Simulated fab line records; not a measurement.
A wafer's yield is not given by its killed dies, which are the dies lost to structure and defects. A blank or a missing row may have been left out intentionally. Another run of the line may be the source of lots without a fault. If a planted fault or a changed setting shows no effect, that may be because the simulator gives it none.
Struck lot and sound lot, side by side + flow n5_finfet + 16 steps out of a route of 1938
Sound: these wafers, L258.3, L258.4, L258.6. The struck wafers were L247.2, L247.4, L247.5. The cause is given at the end.
Per side, at each step with rows, come the tool, then ch with its chambers, and then its first start. Under that, the readings that differ: sound wafers + struck wafers + difference of the means + sigmas: that difference in standard deviations of wafers without a fault.
alike: readings whose means differ by less than 2 such deviations, and words and numbers that are the same on both sides. not compared: withheld readings, readings that some wafer has no value for, bounds like >300 that may hide the same value, and numbers for which the record gives no deviation and whose values overlap.
Wherever a step has rows on one side only, a row that says differs or no value, or a row with sigmas, the two part there. Numbers that don't overlap but have no deviation are shown without sigmas and don't part them. A reading that every wafer of one side lacks parts them only if that side has two wafers or more.

first, 9 steps without rows for these wafers: N5_BEOL_M3_COAT_76 (time 60 s, resist thk 5 nm); N5_BEOL_M3_COAT_22 (resist thk 30 nm); N5_BEOL_M3_EBR_24; N5_BEOL_M3_SOFTBAKE_23 (time 60 s); N5_BEOL_M3_EXPOSE_25 (exposes mask V2, defocus 5 nm); N5_BEOL_M3_PEB_26 (peb time 60 s); N5_BEOL_M3_DEVELOP_27 (develop time 30 s); N5_BEOL_M3_DESCUM_33 (chemistry O2, time 7 s); N5_BEOL_M3_ETCH_77 (etches underlayer in N2/H2, target depth 6.5 nm, time 5.2 s).
N5_BEOL_M3_ETCH_69: etches SiARC in CF4, target depth 15.6 nm, time 26 s.
  sound on rie_diel-04 ch 0,2, day 11 09:50; struck on rie_diel-04 ch 0,1,2, day 9 06:59
  no value came back on the struck wafers for any of 9 readings (bias_w (W), cf4_flow_sccm (sccm) and others); on the sound wafers bias_w (W) reads 36.10 36.10 36.05
  not compared: rf_hours_counter_h
then, 1 step without rows for these wafers: N5_BEOL_M3_ALD_98 (deposits SiO2, target thk 2.5 nm, pulse time 1 s, co reactant pulse time 1 s).
N5_BEOL_M3_ETCHBACK_99: etches SiO2 in CHF3, target depth 5 nm, time 10.4 s.
  sound on rie_diel-01 ch 1,2, day 11 14:56; struck on rie_diel-01 ch 1,2, day 9 13:35
| reading               | sound          | struck         | difference | sigmas |
|-----------------------|----------------|----------------|------------|--------|
| oes_product_au (a.u.) | 0.77 0.77 0.81 | 0.30 0.31 0.30 | -0.48      | -7     |
  alike: drypump_motor_current_A, mfc_ar_sccm, rf_vpp_V, showerhead_plenum_p_Torr, throttle_valve_pct
  not compared: rf_hours_counter_h
N5_BEOL_M3_ETCH_70: etches SOC in N2/H2, target depth 80 nm, overetch 16 nm, time 120 s.
  sound on rie_diel-01 ch 1,2, day 11 14:58; struck on rie_diel-01 ch 1,2, day 9 13:38
| reading               | sound          | struck         | difference | sigmas |
|-----------------------|----------------|----------------|------------|--------|
| oes_product_au (a.u.) | 0.60 0.59 0.61 | 0.30 0.31 0.30 | -0.30      | -6     |
  alike: bias_w, chamber_pressure_mTorr, drypump_motor_current_A, h2_flow_sccm, rf_vpp_V, showerhead_plenum_p_Torr, temp_c, throttle_valve_pct
  not compared: rf_hours_counter_h
then, 1 step without rows for these wafers: N5_BEOL_M3_STRIP_71 (strips in N2/H2).
N5_BEOL_M4_RC_MEAS_101:
  the record has rows for the sound wafers here (prober-02 ch 0, day 12 18:28) and none for the struck ones
-- the record jumps here: 5 days lie between the struck wafers' starts before and after (it left off in module BEOL_M4 and takes up again in module PASSIVATION, whose first step shown is number 1936 of the route) --
N5_PASSIVATION_PROBE_49:
  record: rows for the struck wafers here (prober-02, day 14 09:44), none for the sound ones

WHERE THEY PART
Last at N5_PASSIVATION_PROBE_49 as far as this record goes, first at N5_BEOL_M3_ETCH_69.

WHY: what had been put in by the simulator
Entire step skipped (rie_diel-04, N5_BEOL_M3_ETCH_69), from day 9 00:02 onward. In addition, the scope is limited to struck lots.
